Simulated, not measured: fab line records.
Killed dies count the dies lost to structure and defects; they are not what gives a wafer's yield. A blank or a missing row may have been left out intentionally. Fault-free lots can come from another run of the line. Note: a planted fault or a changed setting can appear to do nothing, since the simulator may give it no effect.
fab line records -- flow n5_finfet
record: lots: 7, wafers: 19, last_day: 18
route steps=1938 shown FIN_SAQP@118 PASSIVATION@1936
lots that met no fault: taken from a fault-free run of the same line
start_h: hours from the record's first day to the start of the lot's first wafer shown -- wait_h: hours since the lot's step before -- " unchanged from the row above -- L1.1+2: several wafers, shown together as one row -- - no value, or no start was given -- * or withheld: withheld -- < > ~ a bound
route shown NAME@n: a module of which the file shows steps, and the number in the route of the first -- usual: mean/standard deviation of fault-free wafers -- same: alike in all rows -- chamber/n: place in a boat -- sites: the reading at each site -- _std_site: the standard deviation of these -- _edge_site: outer sites' mean less inner sites' -- radius_mm: how far each site lies from the wafer's centre -- mask NAME#n: copy n -- behind: tool/chamber where the wafer was last shaped -- hold: what put the lot on hold/how long, in hours/how the hold closed -- device: names the non-switching transistor (n, p or np) -- end of line: the same wafers' tests at the end of the route -- a step without rows: its recipe alone -- killed: count of dies lost to structure and defects at first sort (not the wafer's yield) -- map: the dies of a wafer, with x for killed, . for not killed, _ for no die there
set.NAME: the setting the step ran with; set.NAME@STEP: the setting that earlier step ran with -- model.NAME: the simulator's own value behind a step, which no gauge read
lots seen at some steps along the route; tables by step, rows by wafer
services: a tool's chamber out of use, with start hour (start_h, from the record's first day; less than 0 if before it), hours out, and reason
== steps ==
step: N5_FIN_SAQP_HM_OPEN_73
recipe: chemistry: CHF3/O2, target: SiO2, stop_on: a-Si, target_depth_a: 120, over_etch_frac: 1.8, mask_material: SOC, time_s: 16.8, pressure_mtorr: 30, source_w: 650, bias_w: 170, Ar_flow_sccm: 200, CHF3_flow_sccm: 50, O2_flow_sccm: 5, ion_energy_ev: 200, ends: end_point
step: N5_FIN_SAQP_STRIP_74
recipe: chemistry: CHF3/O2, resist: SiARC, rf_frequency_hz: 6e+07
step: N5_FIN_SAQP_MANDREL_ETCH_22
recipe: target_depth_a: 600, chemistry: HBr/Cl2, target: a-Si, stop_on: SiNx, bt_time_s: 10, over_etch_frac: 0.5, time_s: 30, pressure_mtorr: 10, icp_w: 800, bias_w: 75, HBr_flow_sccm: 150, Cl2_flow_sccm: 80, ends: end_point
usual: drypump_motor_current_A: 5.3/0.35, oes_product_au: 0.764/0.017, throttle_valve_pct: 35.5/0.4
same: bt_time_s: 10, over_etch_frac: 0.5
lot.wafer,tool,chamber,start_h,wait_h,drypump_motor_current_A,oes_product_au,rf_hours_counter_h,throttle_valve_pct
L821.1,rie_si-06,0,28.85,0.0,5.5,0.757,48,34.9
L821.2,rie_si-06,1,28.85,0.0,5.4,0.744,128,35.6
L821.4,rie_si-06,3,28.85,0.0,5.6,0.773,82,36.4
L822.1,rie_si-01,0,34.13,0.0,6.0,0.765,187,35.6
L822.3,rie_si-01,3,34.13,0.0,5.4,0.757,129,35.7
L822.6,rie_si-01,1,34.13,0.0,5.0,0.786,-,35.2
L829.1,rie_si-06,2,78.03,0.0,5.1,0.791,2,35.4
L829.3,rie_si-06,3,78.03,0.0,5.5,0.791,83,36.4
L829.4,rie_si-06,1,78.03,0.0,5.3,0.778,129,35.5
L830.2,rie_si-06,3,82.70,0.0,5.5,0.781,83,36.4
L830.3,rie_si-06,1,82.70,0.0,5.3,0.758,129,35.6
L830.5,rie_si-06,1,82.70,0.0,5.3,0.763,-,35.6
L833.3,rie_si-01,2,100.93,0.0,4.9,0.737,121,35.2
L833.6,rie_si-01,3,100.93,0.0,5.4,0.750,-,35.8
L834.3,rie_si-06,1,106.15,0.0,5.3,0.759,129,35.6
L834.5,rie_si-06,0,106.15,0.0,5.5,0.759,-,34.9
L838.2,rie_si-01,0,130.79,0.0,6.0,0.759,189,35.7
L838.4,rie_si-01,1,130.79,0.0,5.1,0.792,59,35.2
L838.6,rie_si-01,2,130.79,0.0,4.9,0.747,-,35.2
step: N5_FIN_SAQP_STRIP_55
recipe: chemistry: N2/H2, power_w: 500, temp_c: 40, pressure_mtorr: 50, rf_frequency_hz: 6e+07, overash_fraction: 0.3, bias_power_w: 28, h2_frac: 0.5, n2_flow_sccm: 300, h2_flow_sccm: 300
step: N5_FIN_SAQP_STRIP_23
recipe: chemistry: SPM, time_s: 750, temp_c: 130, h2so4_h2o2_vol_ratio: 4
step: N5_FIN_SAQP_SRD_66
recipe: dry: ipa_marangoni, time_s: 30, temp_c: 23, rinse_liquid: diw
step: N5_FIN_SAQP_RECESS_75
recipe: chemistry: HF/NH3, target: SiO2, target_depth_a: 144, afs_cycles: 3, temp_c: 30, sublimation_temp_c: 180, sublimation_time_s: 60
usual: drypump_motor_current_A: 5.6/0.34
lot.wafer,tool,chamber,start_h,wait_h,drypump_motor_current_A
L821.1,vapor_etch-01,1,29.28,0.0,5.9
L821.2,vapor_etch-01,0,29.28,0.0,6.0
L821.4,vapor_etch-01,0,29.28,0.0,6.0
L822.1,vapor_etch-01,1,34.55,0.0,5.8
L822.3,vapor_etch-01,0,34.55,0.0,6.0
L822.6,vapor_etch-01,0,34.55,0.0,6.0
L829.1,vapor_etch-02,1,78.62,0.0,5.1
L829.3,vapor_etch-02,1,78.62,0.0,5.1
L829.4,vapor_etch-02,0,78.62,0.0,5.6
L830.2,vapor_etch-02,1,83.12,0.0,5.1
L830.3,vapor_etch-02,0,83.12,0.0,5.6
L830.5,vapor_etch-02,0,83.12,0.0,5.6
L833.3,vapor_etch-02,0,101.51,0.1,5.6
L833.6,vapor_etch-02,0,101.51,0.1,5.5
L834.3,vapor_etch-01,0,106.72,0.1,6.0
L834.5,vapor_etch-01,1,106.72,0.1,5.9
L838.2,vapor_etch-02,0,131.21,0.0,5.5
L838.4,vapor_etch-02,0,131.21,0.0,5.6
L838.6,vapor_etch-02,0,131.21,0.0,5.6
step: N5_FIN_SAQP_SPACER1_ALD_24
recipe: material: SiO2, target_thk_a: 203, temp_c: 300, ald_precursor_family: BDEAS, ald_co_reactant: O2-plasma, pulse_time_s: 1, purge_time_s: 2, co_reactant_purge_time_s: 2, ald_cycles: 218, pressure_torr: 2
step: N5_FIN_SAQP_SPACER1_ETCHBACK_25
recipe: chemistry: CHF3/O2, mode: anisotropic_etchback, target: SiO2, target_depth_a: 244, time_s: 12.2, pressure_mtorr: 30, source_w: 650, bias_w: 170, Ar_flow_sccm: 200, CHF3_flow_sccm: 50, O2_flow_sccm: 5, ion_energy_ev: 200
step: N5_FIN_SAQP_MANDREL1_REMOVE_56
recipe: chemistry: HBr/Cl2/O2, bt_time_s: 10, target: a-Si, stop_on: SiNx, endpoint: OES-SiCl, over_etch_frac: 1, icp_w: 600, bias_w: 22, HBr_flow_sccm: 150, Cl2_flow_sccm: 80, O2_flow_sccm: 5, pressure_mtorr: 10
usual: drypump_motor_current_A: 5.7/0.46, oes_product_au: 1.001/0.023, throttle_valve_pct: 36.6/0.44
same: bt_time_s: 10, over_etch_frac: 1
lot.wafer,tool,chamber,start_h,wait_h,drypump_motor_current_A,oes_product_au,rf_hours_counter_h,throttle_valve_pct
L821.1,rie_si-01,1,30.46,0.1,5.1,1.011,57,36.5
L821.2,rie_si-01,3,30.46,0.1,5.4,0.974,129,37.1
L821.4,rie_si-01,2,30.46,0.1,4.9,0.972,119,36.5
L822.1,rie_si-02,2,35.74,0.1,5.8,1.038,126,37.0
L822.3,rie_si-02,3,35.74,0.1,6.5,0.981,2,36.8
L822.6,rie_si-02,1,35.74,0.1,5.7,0.968,-,36.1
L829.1,rie_si-02,2,79.80,0.1,5.8,1.030,126,37.0
L829.3,rie_si-02,0,79.80,0.1,5.5,1.021,3,36.0
L829.4,rie_si-02,3,79.80,0.1,6.5,0.979,3,36.8
L830.2,rie_si-01,0,84.31,0.1,6.0,1.011,188,37.0
L830.3,rie_si-01,1,84.31,0.1,5.0,1.011,58,36.5
L830.5,rie_si-01,3,84.31,0.1,5.4,0.985,-,37.1
L833.3,rie_si-02,2,102.58,0.1,5.8,1.039,127,37.0
L833.6,rie_si-02,0,102.58,0.1,5.6,1.019,-,36.0
L834.3,rie_si-02,1,107.81,0.1,5.7,0.986,63,36.1
L834.5,rie_si-02,0,107.81,0.1,5.5,1.014,-,36.0
L838.2,rie_si-06,2,132.40,0.1,5.1,1.030,3,36.7
L838.4,rie_si-06,2,132.40,0.1,5.1,1.026,-,36.7
L838.6,rie_si-06,0,132.40,0.1,5.6,1.002,-,36.2
step: N5_FIN_SAQP_CD_MEAS_27
recipe: target_cd_nm: 20, landing_energy_ev: 1000, detector: se_inlens, polarity: line
usual: cd_nm: 20.32/0.26
lot.wafer,tool,chamber,start_h,wait_h,cd_nm
L821.1,cd_sem-03,0,30.57,0.1,20.53
L821.2,cd_sem-03,0,30.57,0.1,20.42
L821.4,cd_sem-03,0,30.57,0.1,20.39
L822.1,cd_sem-03,0,35.85,0.1,20.69
L822.3,cd_sem-03,0,35.85,0.1,20.45
L822.6,cd_sem-03,0,35.85,0.1,20.56
L829.1,cd_sem-02,0,79.91,0.1,20.16
L829.3,cd_sem-02,0,79.91,0.1,20.81
L829.4,cd_sem-02,0,79.91,0.1,20.34
L830.2,cd_sem-01,0,84.43,0.1,20.16
L830.3,cd_sem-01,0,84.43,0.1,20.18
L830.5,cd_sem-01,0,84.43,0.1,20.34
L833.3,cd_sem-01,0,102.70,0.1,20.90
L833.6,cd_sem-01,0,102.70,0.1,20.88
L834.3,cd_sem-02,0,107.93,0.1,20.01
L834.5,cd_sem-02,0,107.93,0.1,20.25
L838.2,cd_sem-01,0,132.52,0.1,20.25
L838.4,cd_sem-01,0,132.52,0.1,20.73
L838.6,cd_sem-01,0,132.52,0.1,20.12
step: N5_FIN_SAQP_ETCH_57
recipe: chemistry: CH3F/O2, target: SiNx, mask_material: SiO2, target_depth_a: 325, time_s: 46.4, pressure_mtorr: 30, source_w: 395, bias_w: 73, Ar_flow_sccm: 150, CH3F_flow_sccm: 30, O2_flow_sccm: 20, ion_energy_ev: 120, ends: cleared
usual: drypump_motor_current_A: 5.6/0.42, etch_rf_on_time_s: 46.1/1, mfc_ar_sccm: 150.1/0.46, oes_product_au: 0.66/0.049, rf_vpp_V: 299/7.8, showerhead_plenum_p_Torr: 2.00/0.075, throttle_valve_pct: 16.37/0.21
lot.wafer,tool,chamber,start_h,wait_h,drypump_motor_current_A,etch_rf_on_time_s,mfc_ar_sccm,oes_product_au,rf_hours_counter_h,rf_vpp_V,showerhead_plenum_p_Torr,throttle_valve_pct
L821.1,rie_diel-04,1,30.62,0.0,6.1,45.6,149.7,0.66,127,296,1.94,16.55
L821.2,rie_diel-04,0,30.62,0.0,5.8,45.5,150.5,0.71,80,313,2.02,15.88
L821.4,rie_diel-04,3,30.62,0.0,5.5,46.0,150.2,0.70,96,288,1.93,16.26
L822.1,rie_diel-01,3,35.90,0.0,5.0,45.8,150.6,0.70,86,302,1.93,16.29
L822.3,rie_diel-01,2,35.90,0.0,5.1,45.5,150.0,0.64,156,293,2.01,16.46
L822.6,rie_diel-01,2,35.90,0.0,5.1,45.5,150.8,0.64,-,292,2.01,16.47
L829.1,rie_diel-05,1,79.96,0.0,6.2,45.5,151.0,0.69,101,298,2.01,16.54
L829.3,rie_diel-05,2,79.96,0.0,5.2,48.0,149.6,0.61,184,300,2.09,16.50
L829.4,rie_diel-05,0,79.96,0.0,5.1,46.0,148.8,0.65,155,297,1.91,16.15
L830.2,rie_diel-01,0,84.47,0.0,6.3,45.7,149.4,0.61,202,292,2.08,16.55
L830.3,rie_diel-01,2,84.47,0.0,5.1,45.7,149.2,0.63,174,295,2.00,16.51
L830.5,rie_diel-01,3,84.47,0.0,5.0,47.2,150.1,0.68,-,301,1.92,16.32
L833.3,rie_diel-01,1,102.80,0.1,5.8,45.2,150.2,0.72,85,315,2.13,16.18
L833.6,rie_diel-01,3,102.80,0.1,5.0,47.3,150.4,0.68,-,301,1.92,16.34
L834.3,rie_diel-01,0,107.97,0.0,6.3,45.9,150.1,0.60,211,292,2.07,16.57
L834.5,rie_diel-01,1,107.97,0.0,5.9,46.4,150.2,0.71,-,315,2.13,16.17
L838.2,rie_diel-05,1,132.56,0.0,6.2,45.3,150.1,0.68,117,298,2.00,16.57
L838.4,rie_diel-05,2,132.56,0.0,5.3,46.9,149.5,0.60,200,301,2.09,16.53
L838.6,rie_diel-05,2,132.56,0.0,5.3,48.1,150.0,0.60,-,300,2.09,16.53
step: N5_FIN_SAQP_ETCH_65
recipe: chemistry: CF4, target: SiO2, target_depth_a: 40, ion_energy_ev: 350, time_s: 4.4, pressure_mtorr: 10, icp_w: 800, bias_w: 400, cf4_flow_sccm: 80
usual: drypump_motor_current_A: 5.36/0.27, oes_product_au: 0.999/0.012, throttle_valve_pct: 21.84/0.18
lot.wafer,tool,chamber,start_h,wait_h,drypump_motor_current_A,oes_product_au,rf_hours_counter_h,throttle_valve_pct,model.etch.depth_nm
L821.1,rie_si-06,2,30.73,0.1,5.09,0.986,1,21.76,3.796
L821.2,rie_si-06,1,30.73,0.1,5.34,0.972,128,21.77,3.919
L821.4,rie_si-06,0,30.73,0.1,5.54,0.995,48,21.65,4.019
L822.1,rie_si-01,0,36.01,0.1,5.91,1.008,187,21.86,4.064
L822.3,rie_si-01,1,36.01,0.1,5.05,1.010,57,21.75,3.898
L822.6,rie_si-01,3,36.01,0.1,5.43,0.990,-,22.03,4.041
L829.1,rie_si-01,2,80.07,0.1,4.92,0.980,120,21.69,4.066
L829.3,rie_si-01,0,80.07,0.1,5.95,1.008,188,21.87,4.103
L829.4,rie_si-01,3,80.07,0.1,5.44,0.990,130,22.01,4.074
L830.2,rie_si-06,1,84.58,0.1,5.32,1.336,129,21.89,6.206
L830.3,rie_si-06,0,84.58,0.1,5.50,1.345,49,21.77,6.249
L830.5,rie_si-06,3,84.58,0.1,5.53,0.988,-,22.15,3.933
L833.3,rie_si-06,1,102.90,0.1,5.31,1.369,129,21.90,6.37
L833.6,rie_si-06,0,102.90,0.1,5.48,1.003,-,21.64,4.122
L834.3,rie_si-06,1,108.08,0.1,5.34,1.340,129,21.91,6.27
L834.5,rie_si-06,2,108.08,0.1,5.13,0.999,-,21.76,3.817
L838.2,rie_si-01,1,132.67,0.1,5.01,1.013,59,21.77,3.98
L838.4,rie_si-01,0,132.67,0.1,5.93,1.015,189,21.88,4.098
L838.6,rie_si-01,3,132.67,0.1,5.43,0.981,-,22.01,4.017
step: N5_FIN_SAQP_MANDREL_ETCH_58
recipe: chemistry: HBr/Cl2, target: a-Si, target_depth_a: 450, bt_time_s: 10, stop_on: SiNx, mask_material: SiO2, over_etch_frac: 0.8, time_s: 27, pressure_mtorr: 10, icp_w: 800, bias_w: 75, HBr_flow_sccm: 150, Cl2_flow_sccm: 80, ends: end_point
usual: drypump_motor_current_A: 5.36/0.27, oes_product_au: 0.696/0.015, throttle_valve_pct: 35.7/0.52
same: bt_time_s: 10, over_etch_frac: 0.8
lot.wafer,tool,chamber,start_h,wait_h,drypump_motor_current_A,oes_product_au,rf_hours_counter_h,throttle_valve_pct
L821.1,rie_si-06,2,30.76,0.0,5.09,0.705,1,35.6
L821.2,rie_si-06,1,30.76,0.0,5.37,0.681,128,35.8
L821.4,rie_si-06,0,30.76,0.0,5.54,0.685,48,35.1
L822.1,rie_si-01,0,36.04,0.0,5.93,0.679,187,35.9
L822.3,rie_si-01,1,36.04,0.0,5.06,0.700,57,35.4
L822.6,rie_si-01,3,36.04,0.0,5.43,0.672,-,36.0
L829.1,rie_si-01,2,80.10,0.0,4.92,0.663,120,35.4
L829.3,rie_si-01,0,80.10,0.0,5.94,0.698,188,35.8
L829.4,rie_si-01,3,80.10,0.0,5.44,0.672,130,36.0
L830.2,rie_si-06,1,84.61,0.0,5.34,0.701,129,35.8
L830.3,rie_si-06,0,84.61,0.0,5.51,0.687,49,35.1
L830.5,rie_si-06,3,84.61,0.0,5.54,0.704,-,36.6
L833.3,rie_si-06,1,102.94,0.0,5.33,0.695,129,35.8
L833.6,rie_si-06,0,102.94,0.0,5.53,0.699,-,35.1
L834.3,rie_si-06,1,108.11,0.0,5.34,0.691,129,35.8
L834.5,rie_si-06,2,108.11,0.0,5.12,0.722,-,35.6
L838.2,rie_si-01,1,132.71,0.0,5.03,0.692,59,35.4
L838.4,rie_si-01,0,132.71,0.0,5.90,0.697,189,35.8
L838.6,rie_si-01,3,132.71,0.0,5.45,0.679,-,36.0
step: N5_PASSIVATION_PROBE_49
usual: killed_at_M0_to_M3: 36/10, killed_at_M4_up: 14/5.2, killed_at_contacts: 12/6, killed_at_front_end: 37/10, killed_at_other: 4/3.3, killed_dies: 104/18, killed_on_rim: 14/4.1, killed_open: 68/14, killed_short: 34/7.4
same: gross_dies: 1180, killed_at_back_side: 0
lot.wafer,tool,chamber,start_h,wait_h,killed_at_M0_to_M3,killed_at_M4_up,killed_at_contacts,killed_at_front_end,killed_at_other,killed_dies,killed_on_rim,killed_open,killed_short
L829.1,prober-02,-,347.31,0.0,33,19,18,43,1,114,21,82,30
L829.3,prober-02,-,347.41,0.1,40,24,26,49,5,144,14,88,49
L829.4,prober-02,-,347.46,0.2,19,19,18,36,1,93,9,62,24
L830.2,prober-01,-,375.65,0.1,30,14,10,41,8,103,15,65,37
L830.3,prober-01,-,375.70,0.1,25,10,15,56,1,107,18,63,43
L830.5,prober-01,-,375.80,0.2,33,8,10,23,6,80,16,45,32
L834.5,prober-01,-,400.71,0.2,33,15,16,46,0,110,19,72,36
L838.2,prober-02,-,439.47,0.1,74,11,7,28,11,131,12,96,34
killed by level:class
L829.1 MOL_CONTACT_COAG:geometric_particle:open=17 STI_FIN_REVEAL:geometric_particle:open=9 FIN_SAQP:geometric_particle:open=8 FIN_SAQP:geometric_particle:short=8 BEOL_M5:geometric_particle:open=7 BEOL_M1:geometric_particle:open=6 BEOL_M3:geometric_particle:open=5 ILD0:geometric_particle:open=4
L829.3 MOL_CONTACT_COAG:geometric_particle:open=19 FIN_SAQP:geometric_particle:short=14 BEOL_M3:geometric_particle:open=11 FIN_SAQP:geometric_particle:open=10 MOL_CONTACT_COAG:geometric_particle:short=7 BEOL_M5:geometric_particle:open=7 BEOL_M0_SAQP:geometric_particle:open=6 BEOL_M0_SAQP:geometric_particle:short=6
L829.4 MOL_CONTACT_COAG:geometric_particle:open=16 FIN_SAQP:geometric_particle:open=9 HKMG_FIN:area_etch=6 FIN_SAQP:geometric_particle:short=5 BEOL_M1:geometric_particle:open=5 BEOL_M0:geometric_particle:open=4 STARTING-WAFER:geometric_particle:open=4 BEOL_M5:geometric_particle:open=4
L830.2 FIN_SAQP:geometric_particle:open=14 GATE_CUT:geometric_particle:short=9 BEOL_M0_SAQP:geometric_particle:open=9 BEOL_M4:geometric_particle:open=7 BEOL_M0_SAQP:geometric_particle:short=7 MOL_CONTACT_COAG:geometric_particle:open=6 BEOL_M3:geometric_particle:open=6 MIM_BOT:geometric_particle:open=6
L830.3 FIN_SAQP:geometric_particle:short=17 MOL_CONTACT_COAG:geometric_particle:open=12 GATE_CUT:geometric_particle:short=11 FIN_SAQP:geometric_particle:open=9 BEOL_M2:geometric_particle:open=7 BEOL_M0_SAQP:geometric_particle:open=5 ILD0:geometric_particle:open=4 GATE_CUT:geometric_particle:open=4
L830.5 BEOL_M0_SAQP:geometric_particle:short=9 FIN_SAQP:geometric_particle:short=8 MOL_CONTACT_COAG:geometric_particle:open=7 BEOL_M0_SAQP:geometric_particle:open=7 BEOL_M2:geometric_particle:open=7 BEOL_M5:geometric_particle:open=5 FIN_SAQP:geometric_particle:open=4 MOL_CONTACT_COAG:geometric_particle:short=3
L834.5 MOL_CONTACT_COAG:geometric_particle:open=13 BEOL_M0_SAQP:geometric_particle:open=10 STI_FIN_REVEAL:geometric_particle:open=9 GATE_CUT:geometric_particle:short=8 BEOL_M0_SAQP:geometric_particle:short=7 FIN_SAQP:geometric_particle:open=6 BEOL_M1:geometric_particle:open=6 GATE_CUT:geometric_particle:open=5
L838.2 BEOL_M1:geometric_particle:open=19 BEOL_M3:geometric_particle:open=11 BEOL_M0_SAQP:geometric_particle:short=10 BEOL_M0_SAQP:geometric_particle:open=10 BEOL_M2:geometric_particle:open=8 STI_FIN_REVEAL:geometric_particle:open=7 MOL_CONTACT_COAG:geometric_particle:open=7 PASS1_CAP:geometric_particle:open=6
== services ==
tool,chamber,start_h,hours,kind
rie_si-01,-,6.72,2.8,pm
rie_si-02,-,23.93,2.8,pm
vapor_etch-01,-,43.57,2.8,pm
vapor_etch-01,-,51.16,3.3,repair
rie_diel-04,2,60.97,-,clean
rie_diel-04,2,60.97,-,consumable_replace:focus_ring
rie_diel-04,2,60.97,17.9,scheduled_down
rie_diel-04,2,60.97,17.9,vent_cycle
vapor_etch-01,1,63.01,2.8,repair
rie_si-06,-,74.70,2.8,pm
rie_si-01,-,98.96,0.4,repair
rie_si-06,1,124.86,13.7,repair
== key ==
first_sign: step: N5_FIN_SAQP_ETCH_65, reading: oes_product_au, direction: up, sigmas: 29, usual: 0.999, struck: 1.348
effect none on later readings
model_effect: step: N5_FIN_SAQP_ETCH_65, value: etch.depth_nm, without: 4.063, struck: 6.274
met_at N5_FIN_SAQP_ETCH_65
struck_wafers L830.2,L830.3,L833.3,L834.3
tester_left_out L830,L833,L834
onset_between 30.73 84.58
fault: kind: process_parameter_drift, tool: rie_si-06, chamber: -, onset_h: 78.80, steps: N5_FIN_SAQP_ETCH_65, channel: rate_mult, offset: 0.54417, shape: step, end_h: 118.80, scope: struck_wafers_only
tester_left_out: of these lots the tester's yield and bins aren't shown, on N5 and GAA mostly nor the transistor test; their killed dies are dies lost to structure and defects alone, not to doping, threshold or leakage, so they don't give the yield
